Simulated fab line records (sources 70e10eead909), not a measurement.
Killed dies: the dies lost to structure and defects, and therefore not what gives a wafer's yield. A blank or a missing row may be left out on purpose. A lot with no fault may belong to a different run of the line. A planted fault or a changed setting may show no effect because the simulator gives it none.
A struck lot beside a sound one ; flow nand_harc ; 15 steps out of a route of 1302
Sound: these wafers, L984.1, L984.4, L984.6. Struck: wafers L993.2, L993.4, L993.5. The cause comes at the end.
Per side, at each step with rows, come the tool, then ch with its chambers, and then its first start. Under that, the readings that differ: sound wafers ; struck wafers ; difference of the means ; sigmas: that difference in standard deviations of wafers without a fault.
alike: readings whose means differ by less than 2 such deviations, and words and numbers that are the same on both sides. not compared: withheld readings, readings that some wafer has no value for, bounds like >300 that may hide the same value, and numbers for which the record gives no deviation and whose values overlap.
Wherever a step has rows on one side only, a row that says differs or no value, or a row with sigmas, the two part there. Numbers that don't overlap but have no deviation are shown without sigmas and don't part them. Lack of a reading on every wafer of one side parts them only where that side has two or more wafers.

first, 8 steps without rows for these wafers: NHARC_P_CONTACT_COAT_33 (time 75 s); NHARC_P_CONTACT_COAT_34 (time 65 s); NHARC_P_CONTACT_COAT_06 (resist thk 90 nm); NHARC_P_CONTACT_SOFTBAKE_07 (time 55 s); NHARC_P_CONTACT_EBR_08; NHARC_P_CONTACT_EXPOSE_09 (exposes mask P CA, target cd 90 nm); NHARC_P_CONTACT_PEB_10 (peb time 65 s); NHARC_P_CONTACT_DEVELOP_11 (develop time 35 s).
NHARC_P_CONTACT_CD_MEAS_12: the cd target is 90 nm.
  sound on cd_sem-02 ch 0, day 7 12:41; struck on cd_sem-02 ch 0, day 12 01:23
  alike: cd_nm
NHARC_P_CONTACT_OVL_MEAS_13:
  struck on overlay-01, day 12 01:28; sound on overlay-01, day 7 12:47
reading;sound;struck;difference;sigmas
overlay_x_nm (nm);-1.0 -0.6 -0.3;1.1 1.8 0.8;+1.9;+2
  alike: overlay_y_nm
NHARC_P_CONTACT_INSPECT_14:
  struck on defect_inspect-01, day 12 01:30; sound on defect_inspect-02, day 7 12:50
  alike: raw_defect_count
NHARC_P_CONTACT_DESCUM_17: chemistry O2, time 3 s.
  sound on rie_diel-06 ch 1,3, day 7 12:54; struck on rie_diel-12 ch 0,2,3, day 12 01:34
  alike: drypump_motor_current_A, oes_product_au, rf_vpp_V, showerhead_plenum_p_Torr, throttle_valve_pct
  not compared: rf_hours_counter_h
NHARC_P_CONTACT_ETCH_35: etches the open film in CF4, target depth 39 nm, time 65 s.
  sound on rie_diel-06 ch 1,2, day 7 12:58; struck on rie_diel-12 ch 0,3, day 12 01:39
  no value came back on the struck wafers for any of 7 readings (bias_w (W), cf4_flow_sccm (sccm) and others); on the sound wafers bias_w (W) reads 99.83 99.78 100.17
  not compared: rf_hours_counter_h
NHARC_P_CONTACT_ETCH_36: etches the open film in N2/H2, target depth 260 nm, time 406.25 s.
  sound on rie_diel-06 ch 2,3; struck on rie_diel-12 ch 0,1, day 12 01:44
  alike: bias_w, chamber_pressure_mTorr, drypump_motor_current_A, oes_product_au, rf_vpp_V, showerhead_plenum_p_Torr, throttle_valve_pct
  not compared: rf_hours_counter_h
-- record jumps: 19 days between struck wafers' starts before vs after; left off in module P_CONTACT, resumes in module END, first step shown is number 1302 of the route --
NHARC_END_SORT_01:
  the record has rows for the struck wafers here (prober-02 ch 0, day 30 15:23) and none for the sound ones

== WHERE THEY PART ==
Last at NHARC_END_SORT_01 as far as this record goes, first at NHARC_P_CONTACT_OVL_MEAS_13.

WHY: what had been put in by the simulator
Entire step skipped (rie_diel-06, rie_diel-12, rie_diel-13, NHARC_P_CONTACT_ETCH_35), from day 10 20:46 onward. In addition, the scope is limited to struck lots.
